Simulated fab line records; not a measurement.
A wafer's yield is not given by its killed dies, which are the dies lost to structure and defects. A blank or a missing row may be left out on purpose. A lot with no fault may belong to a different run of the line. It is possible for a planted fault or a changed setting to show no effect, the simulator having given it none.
Which of the tools did it? + flow nandHarc + 6 lots, 18 wafers sampled, at 3 steps of a route of 1302

== WHAT EACH GAUGE READ, for each wafer ==
NHARC_THIN_TSV_CD_MEAS_33: the cd target is 5000 nm.
| lot  | measured     | on       | cdNm (nm)            |
|------|--------------|----------|----------------------|
| L196 | day 24 06:19 | cdSem-03 | 5005.5 5004.6 5004.9 |
| L199 | day 25 06:44 | cdSem-03 | 5002.1 5002.7 5000.5 |
| L200 | day 25 20:57 | cdSem-02 | 5002.0 5005.2 5000.2 |
| L202 | day 27 06:04 | cdSem-01 | 5000.0 4997.9 4995.2 |
| L204 | day 27 18:52 | cdSem-03 | 5000.7 4999.2 5000.2 |
| L216 | day 33 00:43 | cdSem-01 | 4998.0 5002.8 5000.1 |

== WHAT TOOL EACH LOT RAN ON (gives the tool, then ch and the chambers of the sampled wafers, and finally the start) ==
| lot  | NHARC_A_CHANNEL_FILL_D1_PRECLEAN_30 | NHARC_THIN_TSV_DEP_43           |
|------|-------------------------------------|---------------------------------|
| L196 | wetBench-07 ch 0,1,7, day 10 18:59  | pecvd-02 ch 1,2, day 23 23:37   |
| L199 | wetBench-07 ch 1,2,5, day 12 05:52  | pecvd-02 ch 0,1, day 24 23:06   |
| L200 | wetBench-01 ch 2,3,4, day 13 02:11  | pecvd-03 ch 0,2, day 25 14:13   |
| L202 | wetBench-02 ch 0,4,7, day 13 15:02  | pecvd-02 ch 0,1,2, day 26 23:17 |
| L204 | wetBench-01 ch 0,1,3, day 14 05:58  | pecvd-03 ch 0,1,2, day 27 12:05 |
| L216 | wetBench-02 ch 2,4,6, day 19 17:35  | pecvd-03 ch 0,1,2, day 32 18:03 |
- NHARC_A_CHANNEL_FILL_D1_PRECLEAN_30: cleans in dHF, time 30 s.
- NHARC_THIN_TSV_DEP_43: deposits SiO2, target thk 1328.5 nm.

== THE ANSWER, worked out from the rows above alone ==
Rule: usual is defined by the lots themselves. Put in order of their means at a reading, lots are off if they are a third of the lots or fewer, leave a main group of 4 or more, and stand apart from it by a gap of 3 or more times the standard deviation of the main group's means; of several such gaps the widest counts. The tables above print the reading to a certain number of digits; a main group whose means all agree to those digits is not used. A lot without any number at a reading at which 4 lots or more have one is off too. All remaining lots with rows at the step are treated as sound.
None of the lots is off at any reading shown; this tells nothing.

== WHAT THE SIMULATOR PUT IN ==
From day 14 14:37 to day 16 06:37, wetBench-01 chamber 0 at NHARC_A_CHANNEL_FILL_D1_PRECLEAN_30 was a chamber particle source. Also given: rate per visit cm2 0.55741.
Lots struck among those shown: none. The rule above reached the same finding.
